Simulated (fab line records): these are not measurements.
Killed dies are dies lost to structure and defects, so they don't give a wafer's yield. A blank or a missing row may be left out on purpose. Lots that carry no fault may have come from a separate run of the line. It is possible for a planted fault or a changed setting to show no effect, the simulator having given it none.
fab line records ; flow nand-harc
record lots=24; wafers=72; last-day=25
route steps=1159 shown P_GATE@149 P_M1@307 P_M2@339 P_BONDPAD@370
lots untouched by any fault: they come from a run of this same line in which no faults occurred
start-h: hours from the record's first day to the start of the lot's first wafer shown ; wait-h: hours since the lot's step before ; " the same as in the row above ; L1.1+2: a row that stands for several wafers ; - no value, or no start given ; * or withheld: withheld ; < > ~ a bound
route shown NAME@n: names a module that has steps shown in the file, with the first one's number in the route ; usual: mean/standard deviation of fault-free wafers ; same: alike in all rows ; chamber/n: place in a boat ; sites: per-site readings ; _std_site: how widely they spread, as a standard deviation ; _edge_site: mean of outer sites minus mean of inner sites ; radius-mm: how far each site lies from the wafer's centre ; mask NAME#n: copy n ; behind: tool/chamber where the wafer was last shaped ; hold: reason for holding the lot/hours on hold/outcome of the hold ; device: names the non-switching transistor (n, p or np) ; end of line: tests of these same wafers at the route's end ; a step with no rows: only its recipe ; killed: count of dies lost to structure and defects at first sort (not the wafer's yield) ; map: shows each die of a wafer: x if killed, . if not, _ if none is there
set.NAME: setting as actually run; set.NAME@STEP: the setting as run at that earlier step ; model.NAME: the simulator's own value behind a step, which no gauge read
steps of the route over a sample of lots; a table a step, a row a wafer
services: the hour from which a tool's chamber was out of use, counted from the record's first day as start-h (under 0 if before that day), plus the number of hours and why
## steps
# step NHARC_P_GATE_ETCH_32
# recipe target-depth-a=1500; over-etch-frac=1; over-etch-ion-energy-ev=40; time-s=100.1; hbr-flow-sccm=150; cl2-flow-sccm=50; rf-w=400; icp-w=400; bias-w=100; chemistry=HBr/Cl2
# usual drypump-motor-current-A=5.5/0.54; hbr-flow-sccm=150.1/0.44; oes-product-au=0.997/0.01; throttle-valve-pct=26.406/0.0096
# same over-etch-frac=1
lot.wafer;tool;chamber;start-h;wait-h;drypump-motor-current-A;hbr-flow-sccm;oes-product-au;rf-hours-counter-h;throttle-valve-pct
L074.1;rie-si-01;1;91.01;-;6.5;150.7;1.007;1.2;26.405
L074.2;rie-si-01;2;91.01;-;5.2;150.0;0.997;1.2;26.401
L074.6;rie-si-01;3;91.01;-;5.4;150.2;1.006;-;26.394
L075.4;rie-si-04;0;98.73;-;4.6;150.4;0.997;1.5;26.409
L075.5;rie-si-04;0;98.73;-;4.6;150.8;0.999;-;26.420
L075.6;rie-si-04;1;98.73;-;6.0;149.8;1.005;-;26.392
L076.1;rie-si-01;1;98.79;-;6.5;150.2;0.990;1.3;26.418
L076.2;rie-si-01;3;98.79;-;5.4;150.3;0.997;1.5;26.395
L076.5;rie-si-01;1;98.79;-;6.5;149.5;0.994;-;26.406
L077.1;rie-si-01;1;119.42;-;6.5;150.8;0.996;1.6;26.406
L077.5;rie-si-01;1;119.42;-;6.5;150.3;0.998;-;26.411
L077.6;rie-si-01;2;119.42;-;5.3;149.8;0.985;-;26.408
L078.3;rie-si-05;0;120.06;-;5.2;150.6;0.992;0.4;26.400
L078.4;rie-si-05;1;120.06;-;5.2;150.1;0.993;0.4;26.392
L078.2;rie-si-05;2;120.06;-;5.9;150.8;1.002;0.4;26.405
L079.1;rie-si-01;3;125.66;-;5.4;150.3;0.998;1.9;26.406
L079.3;rie-si-01;1;125.66;-;6.5;150.1;0.990;1.7;26.424
L079.4;rie-si-01;3;125.66;-;5.4;150.3;0.986;-;26.416
L080.3;rie-si-05;3;126.39;-;6.0;149.7;1.003;0.5;26.401
L080.5;rie-si-05;0;126.39;-;5.2;150.1;0.989;-;26.398
L080.6;rie-si-05;1;126.39;-;5.2;149.6;0.989;-;26.395
L081.4;rie-si-05;0;133.07;-;5.2;149.7;1.008;0.7;26.425
L081.2;rie-si-05;2;133.07;-;5.9;150.0;1.005;0.5;26.426
L081.5;rie-si-05;1;133.07;-;5.2;149.6;0.988;-;26.407
L082.3;rie-si-04;2;138.21;-;4.8;149.9;1.004;0.2;26.415
L082.2;rie-si-04;0;138.21;-;4.6;150.5;1.003;0.3;26.417
L082.1;rie-si-04;1;138.21;-;6.0;151.1;0.996;0.3;26.401
L084.4;rie-si-04;2;144.94;-;4.7;150.5;1.019;0.3;26.411
L084.2;rie-si-04;3;144.94;-;5.5;149.8;0.995;0.3;26.405
L084.6;rie-si-04;2;144.94;-;4.7;150.1;1.011;-;26.391
L083.4;rie-si-05;1;145.42;-;5.2;149.3;0.986;0.7;26.420
L083.1;rie-si-05;2;145.42;-;5.9;149.6;1.021;0.6;26.416
L083.6;rie-si-05;0;145.42;-;5.2;150.8;0.998;-;26.398
L086.1;rie-si-05;2;173.12;-;5.9;149.7;1.030;0.7;26.403
L086.4;rie-si-05;3;173.12;-;5.9;150.0;1.008;0.9;26.381
L086.5;rie-si-05;2;173.12;-;5.9;150.4;1.010;-;26.402
L088.4;rie-si-04;0;173.24;-;4.6;150.0;0.995;0.5;26.405
L088.5;rie-si-04;0;173.24;-;4.6;150.1;1.001;-;26.398
L088.6;rie-si-04;1;173.24;-;6.0;150.0;0.997;-;26.406
L085.2;rie-si-01;0;173.84;-;5.2;149.8;0.988;0.2;26.412
L085.1;rie-si-01;2;173.84;-;5.3;150.2;0.984;0.3;26.413
L085.4;rie-si-01;3;173.84;-;5.4;150.0;0.996;0.3;26.396
L087.1;rie-si-04;1;174.52;-;5.9;149.7;0.995;0.6;26.417
L087.2;rie-si-04;2;174.52;-;4.7;149.1;1.010;0.6;26.416
L087.4;rie-si-04;3;174.52;-;5.6;150.3;0.996;0.6;26.400
L089.1;rie-si-04;1;182.92;-;6.0;150.1;1.001;0.7;26.401
L089.2;rie-si-04;0;182.92;-;4.6;149.7;1.007;0.7;26.388
L089.5;rie-si-04;2;182.92;-;4.7;150.3;1.025;-;26.410
L090.1;rie-si-05;1;187.35;-;5.2;150.0;0.970;1.0;26.412
L090.2;rie-si-05;2;187.35;-;5.9;149.5;1.017;0.9;26.403
L090.4;rie-si-05;3;187.35;-;6.0;149.9;0.995;1.1;26.405
L091.2;rie-si-01;0;187.36;-;5.2;150.1;0.985;0.4;26.408
L091.3;rie-si-01;2;187.36;-;5.3;150.5;0.980;0.4;26.426
L091.6;rie-si-01;1;187.36;-;6.5;150.2;0.995;-;26.395
L092.1;rie-si-04;2;197.90;-;4.7;150.5;1.015;0.8;26.396
L092.4;rie-si-04;3;197.90;-;5.6;150.0;1.008;0.8;26.415
L092.3;rie-si-04;1;197.90;-;6.0;150.0;1.011;0.9;26.389
L093.3;rie-si-05;0;205.65;-;5.2;149.8;0.999;1.4;26.402
L093.5;rie-si-05;1;205.65;-;5.2;149.1;0.980;-;26.414
L093.6;rie-si-05;2;205.65;-;5.9;149.3;1.014;-;26.403
L095.3;rie-si-01;0;210.25;-;5.2;150.3;0.989;0.6;26.405
L095.6;rie-si-01;0;210.25;-;5.2;150.6;0.994;-;26.411
L095.5;rie-si-01;1;210.25;-;6.5;150.6;0.990;-;26.405
L094.2;rie-si-04;3;210.30;-;5.6;149.4;0.990;0.9;26.410
L094.1;rie-si-04;0;210.30;-;4.6;150.4;0.995;1.0;26.440
L094.6;rie-si-04;1;210.30;-;5.9;149.5;0.993;-;26.412
L096.4;rie-si-01;1;224.01;-;6.5;150.3;1.000;0.8;26.400
L096.1;rie-si-01;2;224.01;-;5.3;149.2;0.989;0.6;26.412
L096.2;rie-si-01;3;224.01;-;5.4;149.7;0.994;0.7;26.411
L097.1;rie-si-05;3;233.54;-;6.0;150.7;1.000;1.4;26.402
L097.2;rie-si-05;1;233.54;-;5.2;150.3;0.979;1.5;26.412
L097.4;rie-si-05;2;233.54;-;5.9;149.6;1.020;1.3;26.411
# step NHARC_P_GATE_RTA_80
# recipe temp-c=300; time-s=30
# usual lamp-power-pct=2.33/0.055; lamp_zone_3_pct=2.33/0.055; wafer_temp_C_max=301.4/0.32
lot.wafer;tool;chamber;start-h;wait-h;lamp-power-pct;lamp_zone_3_pct;wafer_temp_C_max
L074.1;rtp-anneal-02;0;108.59;-;2.37;2.37;301.2
L074.2;rtp-anneal-02;0;108.59;-;2.37;2.37;301.9
L074.6;rtp-anneal-02;0;108.59;-;2.37;2.37;301.8
L076.1;rtp-anneal-02;0;116.16;-;2.38;2.37;301.3
L076.2;rtp-anneal-02;0;116.16;-;2.38;2.38;301.0
L076.5;rtp-anneal-02;0;116.16;-;2.37;2.38;301.2
L075.4;rtp-anneal-01;0;116.48;-;2.26;2.26;301.1
L075.5;rtp-anneal-01;0;116.48;-;2.26;2.26;301.6
L075.6;rtp-anneal-01;0;116.48;-;2.26;2.26;301.3
L077.1;rtp-anneal-01;0;136.71;-;2.26;2.26;301.3
L077.5;rtp-anneal-01;0;136.71;-;2.26;2.26;301.1
L077.6;rtp-anneal-01;0;136.71;-;2.26;2.26;301.1
L078.2;rtp-anneal-02;0;137.75;-;2.37;2.37;301.0
L078.3;rtp-anneal-02;0;137.75;-;2.37;2.37;301.5
L078.4;rtp-anneal-02;0;137.75;-;2.37;2.37;301.0
L079.1;rtp-anneal-02;0;143.05;-;2.37;2.37;301.6
L079.3;rtp-anneal-02;0;143.05;-;2.37;2.37;301.5
L079.4;rtp-anneal-02;0;143.05;-;2.37;2.37;302.3
L080.3;rtp-anneal-01;0;144.04;-;2.26;2.25;301.5
L080.5;rtp-anneal-01;0;144.04;-;2.26;2.26;301.0
L080.6;rtp-anneal-01;0;144.04;-;2.26;2.26;301.9
L081.2;rtp-anneal-01;0;150.45;-;2.26;2.26;300.8
L081.4;rtp-anneal-01;0;150.45;-;2.26;2.26;301.3
L081.5;rtp-anneal-01;0;150.45;-;2.26;2.26;301.1
L082.1;rtp-anneal-01;0;155.57;-;2.26;2.26;300.8
L082.2;rtp-anneal-01;0;155.57;-;2.26;2.26;301.2
L082.3;rtp-anneal-01;0;155.57;-;2.26;2.25;301.1
L084.2;rtp-anneal-02;0;162.15;-;2.37;2.37;301.2
L084.4;rtp-anneal-02;0;162.15;-;2.37;2.37;301.4
L084.6;rtp-anneal-02;0;162.15;-;2.37;2.37;301.7
L083.1;rtp-anneal-02;0;162.56;-;2.37;2.38;301.9
L083.4;rtp-anneal-02;0;162.56;-;2.37;2.37;301.9
L083.6;rtp-anneal-02;0;162.56;-;2.37;2.38;301.4
L088.4;rtp-anneal-02;0;190.43;-;2.38;2.37;301.3
L088.5;rtp-anneal-02;0;190.43;-;2.38;2.37;301.2
L088.6;rtp-anneal-02;0;190.43;-;2.37;2.37;301.0
L085.1;rtp-anneal-02;0;191.46;-;2.37;2.37;301.4
L085.2;rtp-anneal-02;0;191.46;-;2.37;2.37;301.6
L085.4;rtp-anneal-02;0;191.46;-;2.37;2.37;300.6
L086.1;rtp-anneal-02;0;192.83;-;2.38;2.37;301.6
L086.4;rtp-anneal-02;0;192.83;-;2.37;2.38;301.6
L086.5;rtp-anneal-02;0;192.83;-;2.38;2.37;301.4
L087.1;rtp-anneal-01;0;196.87;-;2.26;2.26;301.1
L087.2;rtp-anneal-01;0;196.87;-;2.26;2.26;301.3
L087.4;rtp-anneal-01;0;196.87;-;2.26;2.26;301.3
L089.1;rtp-anneal-02;0;200.12;-;2.37;2.37;301.8
L089.2;rtp-anneal-02;0;200.12;-;2.37;2.37;301.3
L089.5;rtp-anneal-02;0;200.12;-;2.37;2.37;301.6
L090.1;rtp-anneal-01;0;204.51;-;2.26;2.26;301.2
L090.2;rtp-anneal-01;0;204.51;-;2.26;2.26;301.2
L090.4;rtp-anneal-01;0;204.51;-;2.26;2.26;301.1
L091.2;rtp-anneal-02;0;204.72;-;2.37;2.37;301.6
L091.3;rtp-anneal-02;0;204.72;-;2.37;2.37;301.8
L091.6;rtp-anneal-02;0;204.72;-;2.37;2.37;301.6
L092.1;rtp-anneal-01;0;215.65;-;2.26;2.26;301.2
L092.3;rtp-anneal-01;0;215.65;-;2.26;2.26;300.8
L092.4;rtp-anneal-01;0;215.65;-;2.26;2.26;301.1
L093.3;rtp-anneal-01;0;223.61;-;2.26;2.26;300.9
L093.5;rtp-anneal-01;0;223.61;-;2.26;2.26;301.5
L093.6;rtp-anneal-01;0;223.61;-;2.26;2.26;301.2
L095.3;rtp-anneal-02;0;227.45;-;2.38;2.38;301.2
L095.5;rtp-anneal-02;0;227.45;-;2.38;2.38;301.9
L095.6;rtp-anneal-02;0;227.45;-;2.38;2.37;301.3
L094.1;rtp-anneal-02;0;227.57;-;2.37;2.37;301.9
L094.2;rtp-anneal-02;0;227.57;-;2.37;2.37;301.5
L094.6;rtp-anneal-02;0;227.57;-;2.37;2.37;301.5
L096.1;rtp-anneal-02;0;241.82;-;2.37;2.37;301.3
L096.2;rtp-anneal-02;0;241.82;-;2.37;2.37;301.2
L096.4;rtp-anneal-02;0;241.82;-;2.37;2.37;301.6
L097.1;rtp-anneal-02;0;251.17;-;2.37;2.37;301.2
L097.2;rtp-anneal-02;0;251.17;-;2.37;2.37;301.5
L097.4;rtp-anneal-02;0;251.17;-;2.37;2.37;301.5
# step NHARC_P_M1_PVD_20
# recipe target-thk-a=50; bias-v=168.6; power-w=15000; chamber-pressure-pa=0.12; time-s=8.06; substrate-temp-c=50; material=TaN
# usual throttle-valve-pct=29.9/0.8
lot.wafer;tool;chamber;start-h;wait-h;throttle-valve-pct
L074.1;pvd-sputter-01;-;-;-;29.9
L074.2;pvd-sputter-01;-;-;-;30.1
L074.6;pvd-sputter-01;-;-;-;30.1
L076.2;pvd-sputter-01;-;-;-;31.3
L076.1;pvd-sputter-01;-;-;-;29.6
L076.5;pvd-sputter-01;-;-;-;30.2
L075.4;pvd-sputter-02;-;-;-;29.1
L075.5;pvd-sputter-02;-;-;-;29.4
L075.6;pvd-sputter-02;-;-;-;29.3
L077.1;pvd-sputter-03;-;-;-;29.6
L077.6;pvd-sputter-03;-;-;-;30.3
L077.5;pvd-sputter-03;-;-;-;29.6
L078.2;pvd-sputter-03;-;-;-;29.7
L078.3;pvd-sputter-03;-;-;-;31.7
L078.4;pvd-sputter-03;-;-;-;29.9
L079.4;pvd-sputter-03;-;-;-;29.6
L079.3;pvd-sputter-03;-;-;-;29.5
L079.1;pvd-sputter-03;-;-;-;29.0
L080.3;pvd-sputter-03;-;-;-;29.7
L080.6;pvd-sputter-03;-;-;-;31.3
L080.5;pvd-sputter-03;-;-;-;29.6
L081.4;pvd-sputter-02;-;-;-;30.0
L081.2;pvd-sputter-02;-;-;-;29.3
L081.5;pvd-sputter-02;-;-;-;29.9
L082.3;pvd-sputter-03;-;-;-;29.5
L082.2;pvd-sputter-03;-;-;-;29.2
L082.1;pvd-sputter-03;-;-;-;31.3
L084.2;pvd-sputter-01;-;-;-;28.8
L084.4;pvd-sputter-01;-;-;-;31.3
L084.6;pvd-sputter-01;-;-;-;31.0
L083.1;pvd-sputter-02;-;-;-;29.4
L083.4;pvd-sputter-02;-;-;-;29.3
L083.6;pvd-sputter-02;-;-;-;30.2
L088.4;pvd-sputter-01;-;-;-;31.2
L088.6;pvd-sputter-01;-;-;-;30.3
L088.5;pvd-sputter-01;-;-;-;30.0
L085.4;pvd-sputter-03;-;-;-;29.5
L085.2;pvd-sputter-03;-;-;-;28.7
L085.1;pvd-sputter-03;-;-;-;31.7
L086.4;pvd-sputter-02;-;-;-;29.1
L086.1;pvd-sputter-02;-;-;-;30.2
L086.5;pvd-sputter-02;-;-;-;29.6
L087.2;pvd-sputter-03;-;-;-;29.7
L087.1;pvd-sputter-03;-;-;-;29.2
L087.4;pvd-sputter-03;-;-;-;31.4
L089.2;pvd-sputter-03;-;-;-;29.9
L089.1;pvd-sputter-03;-;-;-;29.7
L089.5;pvd-sputter-03;-;-;-;31.6
L090.4;pvd-sputter-01;-;-;-;30.5
L090.1;pvd-sputter-01;-;-;-;29.8
L090.2;pvd-sputter-01;-;-;-;31.3
L091.2;pvd-sputter-03;-;-;-;29.7
L091.3;pvd-sputter-03;-;-;-;29.0
L091.6;pvd-sputter-03;-;-;-;29.2
L092.3;pvd-sputter-02;-;-;-;29.3
L092.4;pvd-sputter-02;-;-;-;29.7
L092.1;pvd-sputter-02;-;-;-;30.8
L093.3;pvd-sputter-01;-;-;-;30.2
L093.6;pvd-sputter-01;-;-;-;29.8
L093.5;pvd-sputter-01;-;-;-;31.2
L095.3;pvd-sputter-01;-;-;-;30.0
L095.6;pvd-sputter-01;-;-;-;30.0
L095.5;pvd-sputter-01;-;-;-;31.0
L094.2;pvd-sputter-02;-;-;-;29.3
L094.1;pvd-sputter-02;-;-;-;30.6
L094.6;pvd-sputter-02;-;-;-;29.6
L096.2;pvd-sputter-02;-;-;-;29.5
L096.4;pvd-sputter-02;-;-;-;29.6
L096.1;pvd-sputter-02;-;-;-;29.2
L097.1;pvd-sputter-01;-;-;-;29.9
L097.4;pvd-sputter-01;-;-;-;31.3
L097.2;pvd-sputter-01;-;-;-;28.6
# step NHARC_P_M2_PRE_CLEAN_30
# recipe time-s=30; temp-c=280; gas=H2/He
# usual heater-power-w=402/44
lot.wafer;tool;chamber;start-h;wait-h;heater-power-w
L074.2;pvd-sputter-02;-;-;-;376
L074.1;pvd-sputter-02;-;-;-;451
L074.6;pvd-sputter-02;-;-;-;348
L076.2;pvd-sputter-01;-;-;-;428
L076.1;pvd-sputter-01;-;-;-;449
L076.5;pvd-sputter-01;-;-;-;416
L075.4;pvd-sputter-03;-;-;-;383
L075.5;pvd-sputter-03;-;-;-;440
L075.6;pvd-sputter-03;-;-;-;386
L077.1;pvd-sputter-01;-;-;-;462
L077.5;pvd-sputter-01;-;-;-;412
L077.6;pvd-sputter-01;-;-;-;451
L078.4;pvd-sputter-02;-;-;-;361
L078.2;pvd-sputter-02;-;-;-;377
L078.3;pvd-sputter-02;-;-;-;442
L079.4;pvd-sputter-02;-;-;-;443
L079.1;pvd-sputter-02;-;-;-;358
L079.3;pvd-sputter-02;-;-;-;370
L080.3;pvd-sputter-02;-;-;-;431
L080.5;pvd-sputter-02;-;-;-;432
L080.6;pvd-sputter-02;-;-;-;358
L081.4;pvd-sputter-01;-;-;-;487
L081.2;pvd-sputter-01;-;-;-;411
L081.5;pvd-sputter-01;-;-;-;476
L082.3;pvd-sputter-02;-;-;-;437
L082.2;pvd-sputter-02;-;-;-;367
L082.1;pvd-sputter-02;-;-;-;330
L084.2;pvd-sputter-03;-;-;-;368
L084.4;pvd-sputter-03;-;-;-;433
L084.6;pvd-sputter-03;-;-;-;403
L083.1;pvd-sputter-01;-;-;-;456
L083.4;pvd-sputter-01;-;-;-;483
L083.6;pvd-sputter-01;-;-;-;459
L088.4;pvd-sputter-02;-;-;-;331
L088.5;pvd-sputter-02;-;-;-;355
L088.6;pvd-sputter-02;-;-;-;321
L085.1;pvd-sputter-03;-;-;-;331
L085.4;pvd-sputter-03;-;-;-;435
L085.2;pvd-sputter-03;-;-;-;396
L086.1;pvd-sputter-01;-;-;-;443
L086.4;pvd-sputter-01;-;-;-;477
L086.5;pvd-sputter-01;-;-;-;412
L087.4;pvd-sputter-03;-;-;-;383
L087.2;pvd-sputter-03;-;-;-;393
L087.1;pvd-sputter-03;-;-;-;348
L089.2;pvd-sputter-02;-;-;-;323
L089.1;pvd-sputter-02;-;-;-;372
L089.5;pvd-sputter-02;-;-;-;381
L090.4;pvd-sputter-01;-;-;-;431
L090.2;pvd-sputter-01;-;-;-;445
L090.1;pvd-sputter-01;-;-;-;477
L091.2;pvd-sputter-02;-;-;-;446
L091.3;pvd-sputter-02;-;-;-;372
L091.6;pvd-sputter-02;-;-;-;437
L092.1;pvd-sputter-03;-;-;-;336
L092.3;pvd-sputter-03;-;-;-;433
L092.4;pvd-sputter-03;-;-;-;396
L093.3;pvd-sputter-03;-;-;-;385
L093.5;pvd-sputter-03;-;-;-;436
L093.6;pvd-sputter-03;-;-;-;386
L095.3;pvd-sputter-03;-;-;-;381
L095.6;pvd-sputter-03;-;-;-;433
L095.5;pvd-sputter-03;-;-;-;375
L094.1;pvd-sputter-02;-;-;-;383
L094.2;pvd-sputter-02;-;-;-;320
L094.6;pvd-sputter-02;-;-;-;431
L096.4;pvd-sputter-02;-;-;-;373
L096.1;pvd-sputter-02;-;-;-;427
L096.2;pvd-sputter-02;-;-;-;392
L097.1;pvd-sputter-01;-;-;-;439
L097.4;pvd-sputter-01;-;-;-;478
L097.2;pvd-sputter-01;-;-;-;411
# step NHARC_P_M2_PRE_CLEAN_32
# recipe time-s=12; temp-c=370; rf-power-w=300; gas=NH3
# usual heater-power-outer-w=356/40; heater-power-w=621/65
lot.wafer;tool;chamber;start-h;wait-h;heater-power-outer-w;heater-power-w
L074.2;pecvd-02;0;129.31;0.1;322;536
L074.1;pecvd-02;1;129.31;0.1;364;634
L074.6;pecvd-02;2;129.31;0.1;348;619
L076.1;pecvd-04;2;134.32;0.1;420;740
L076.2;pecvd-04;1;134.32;0.1;383;604
L076.5;pecvd-04;1;134.32;0.1;388;599
L075.6;pecvd-02;1;135.21;0.1;307;554
L075.4;pecvd-02;2;135.21;0.1;304;572
L075.5;pecvd-02;0;135.21;0.1;392;618
L077.1;pecvd-01;0;155.84;0.1;361;684
L077.6;pecvd-01;2;155.84;0.1;343;629
L077.5;pecvd-01;0;155.84;0.1;352;712
L078.2;pecvd-04;2;157.21;0.5;422;740
L078.3;pecvd-04;1;157.21;0.5;426;688
L078.4;pecvd-04;0;157.21;0.5;313;567
L079.1;pecvd-04;2;161.11;0.1;385;696
L079.3;pecvd-04;1;161.11;0.1;429;654
L079.4;pecvd-04;1;161.11;0.1;438;645
L080.3;pecvd-01;1;161.78;0.1;308;565
L080.6;pecvd-01;0;161.78;0.1;415;788
L080.5;pecvd-01;1;161.78;0.1;314;577
L081.2;pecvd-01;0;170.39;0.1;353;707
L081.4;pecvd-01;2;170.39;0.1;386;675
L081.5;pecvd-01;1;170.39;0.1;328;596
L082.1;pecvd-01;0;175.29;0.1;368;704
L082.3;pecvd-01;1;175.29;0.1;325;580
L082.2;pecvd-01;2;175.29;0.1;356;642
L084.2;pecvd-04;1;180.81;0.1;396;634
L084.6;pecvd-04;1;180.81;0.1;399;628
L084.4;pecvd-04;2;180.81;0.1;404;723
L083.1;pecvd-02;1;181.14;0.1;356;587
L083.4;pecvd-02;2;181.14;0.1;333;602
L083.6;pecvd-02;1;181.14;0.1;359;601
L088.5;pecvd-02;1;208.08;0.1;335;573
L088.4;pecvd-02;2;208.08;0.1;380;674
L088.6;pecvd-02;0;208.08;0.1;396;654
L085.1;pecvd-04;1;209.41;0.1;376;595
L085.2;pecvd-04;2;209.41;0.1;363;675
L085.4;pecvd-04;2;209.41;0.1;360;642
L086.1;pecvd-01;2;218.76;0.1;335;628
L086.5;pecvd-01;1;218.76;0.1;306;578
L086.4;pecvd-01;2;218.76;0.1;354;628
L087.2;pecvd-02;1;224.14;0.1;334;550
L087.1;pecvd-02;2;224.14;0.1;329;612
L087.4;pecvd-02;1;224.14;0.1;339;575
L089.2;pecvd-02;2;226.34;0.1;345;626
L089.1;pecvd-02;0;226.34;0.1;389;608
L089.5;pecvd-02;1;226.34;0.1;350;566
L090.1;pecvd-02;0;226.97;0.1;350;571
L090.2;pecvd-02;1;226.97;0.1;294;514
L090.4;pecvd-02;2;226.97;0.1;380;674
L091.2;pecvd-04;2;228.09;0.5;408;693
L091.3;pecvd-04;0;228.09;0.5;344;609
L091.6;pecvd-04;2;228.09;0.5;398;715
L092.3;pecvd-02;1;237.69;0.2;305;519
L092.1;pecvd-02;0;237.69;0.2;395;628
L092.4;pecvd-02;2;237.69;0.2;297;567
L093.3;pecvd-04;1;242.62;0.1;357;592
L093.5;pecvd-04;0;242.62;0.1;310;563
L093.6;pecvd-04;2;242.62;0.1;435;768
L095.3;pecvd-02;0;245.65;0.1;366;579
L095.5;pecvd-02;1;245.65;0.1;318;539
L095.6;pecvd-02;0;245.65;0.1;351;592
L094.1;pecvd-02;2;246.67;0.1;349;643
L094.2;pecvd-02;1;246.67;0.1;359;601
L094.6;pecvd-02;2;246.67;0.1;362;617
L096.1;pecvd-04;1;260.29;0.1;350;572
L096.2;pecvd-04;2;260.29;0.1;435;750
L096.4;pecvd-04;1;260.29;0.1;345;563
L097.2;pecvd-02;2;273.74;0.1;377;657
L097.1;pecvd-02;0;273.74;0.1;356;565
L097.4;pecvd-02;0;273.74;0.1;352;582
# step NHARC_P_BONDPAD_CD_MEAS_13
# usual cd-nm=499.0/2
lot.wafer;tool;chamber;start-h;wait-h;cd-nm
L074.1;cd-sem-02;-;131.55;-;501.6
L074.2;cd-sem-02;-;131.55;-;498.9
L074.6;cd-sem-02;-;131.55;-;497.2
L076.1;cd-sem-01;-;136.57;-;502.0
L076.2;cd-sem-01;-;136.57;-;498.2
L076.5;cd-sem-01;-;136.57;-;495.3
L075.4;cd-sem-01;-;137.45;-;501.1
L075.5;cd-sem-01;-;137.45;-;496.7
L075.6;cd-sem-01;-;137.45;-;499.4
L077.1;cd-sem-02;-;157.91;-;501.1
L077.5;cd-sem-02;-;157.91;-;498.3
L077.6;cd-sem-02;-;157.91;-;498.4
L078.2;cd-sem-02;-;159.85;-;498.3
L078.3;cd-sem-02;-;159.85;-;500.5
L078.4;cd-sem-02;-;159.85;-;500.0
L079.1;cd-sem-01;-;163.34;-;494.5
L079.3;cd-sem-01;-;163.34;-;499.7
L079.4;cd-sem-01;-;163.34;-;497.1
L080.3;cd-sem-03;-;164.04;-;495.3
L080.5;cd-sem-03;-;164.04;-;497.5
L080.6;cd-sem-03;-;164.04;-;497.9
L081.2;cd-sem-03;-;172.49;-;498.5
L081.4;cd-sem-03;-;172.49;-;499.8
L081.5;cd-sem-03;-;172.49;-;497.9
L082.1;cd-sem-01;-;177.56;-;502.1
L082.2;cd-sem-01;-;177.56;-;498.7
L082.3;cd-sem-01;-;177.56;-;499.2
L084.2;cd-sem-01;-;182.92;-;500.1
L084.4;cd-sem-01;-;182.92;-;500.5
L084.6;cd-sem-01;-;182.92;-;497.0
L083.1;cd-sem-03;-;183.36;-;498.1
L083.4;cd-sem-03;-;183.36;-;500.8
L083.6;cd-sem-03;-;183.36;-;497.0
L088.4;cd-sem-03;-;210.36;-;496.6
L088.5;cd-sem-03;-;210.36;-;498.0
L088.6;cd-sem-03;-;210.36;-;499.5
L085.1;cd-sem-01;-;211.64;-;499.5
L085.2;cd-sem-01;-;211.64;-;501.0
L085.4;cd-sem-01;-;211.64;-;499.8
L086.1;cd-sem-02;-;221.02;-;495.9
L086.4;cd-sem-02;-;221.02;-;499.0
L086.5;cd-sem-02;-;221.02;-;500.3
L087.1;cd-sem-03;-;226.68;-;499.5
L087.2;cd-sem-03;-;226.68;-;497.7
L087.4;cd-sem-03;-;226.68;-;498.7
L089.1;cd-sem-02;-;228.62;-;502.3
L089.2;cd-sem-02;-;228.62;-;501.0
L089.5;cd-sem-02;-;228.62;-;503.3
L090.1;cd-sem-01;-;229.63;-;500.1
L090.2;cd-sem-01;-;229.63;-;500.3
L090.4;cd-sem-01;-;229.63;-;499.7
L091.2;cd-sem-03;-;230.71;-;499.3
L091.3;cd-sem-03;-;230.71;-;498.4
L091.6;cd-sem-03;-;230.71;-;496.2
L092.1;cd-sem-03;-;239.87;-;502.6
L092.3;cd-sem-03;-;239.87;-;500.1
L092.4;cd-sem-03;-;239.87;-;500.0
L093.3;cd-sem-01;-;245.07;-;496.6
L093.5;cd-sem-01;-;245.07;-;498.3
L093.6;cd-sem-01;-;245.07;-;499.5
L095.3;cd-sem-03;-;248.16;-;501.9
L095.5;cd-sem-03;-;248.16;-;499.1
L095.6;cd-sem-03;-;248.16;-;496.9
L094.1;cd-sem-02;-;248.85;-;503.3
L094.2;cd-sem-02;-;248.85;-;498.7
L094.6;cd-sem-02;-;248.85;-;501.8
L096.1;cd-sem-03;-;262.57;-;496.5
L096.2;cd-sem-03;-;262.57;-;497.3
L096.4;cd-sem-03;-;262.57;-;495.8
L097.1;cd-sem-01;-;275.85;-;500.0
L097.2;cd-sem-01;-;275.85;-;500.2
L097.4;cd-sem-01;-;275.85;-;500.7
## services
tool;chamber;start-h;hours;kind
rie-si-04;1;74.94;8.5;repair
pvd-sputter-02;-;80.19;25.9;repair
rie-si-05;1;91.99;2.2;repair
pecvd-01;-;92.83;12.9;repair
rie-si-04;-;99.00;9.0;pm
pvd-sputter-03;-;102.00;10.0;pm
pvd-sputter-01;-;102.13;0.6;repair
rie-si-01;-;127.00;9.0;pm
pecvd-04;0;151.19;3.4;repair
pecvd-02;-;153.45;13.0;pm
pecvd-04;-;155.90;1.0;repair
pvd-sputter-01;-;158.00;10.0;pm
pecvd-02;0;183.67;6.2;repair
pecvd-04;-;195.28;13.0;pm
pvd-sputter-02;-;204.09;1.2;repair
pvd-sputter-02;-;211.80;0.9;repair
pecvd-02;-;213.11;1.0;repair
pvd-sputter-02;-;214.02;10.0;pm
rie-si-05;0;215.07;1.2;repair
rie-si-01;-;216.64;0.3;repair
pecvd-04;1;227.64;5.6;repair
rie-si-05;-;239.00;9.0;pm
rie-si-01;2;269.44;40.3;repair
pvd-sputter-01;-;272.68;1.7;repair
## key
fault none
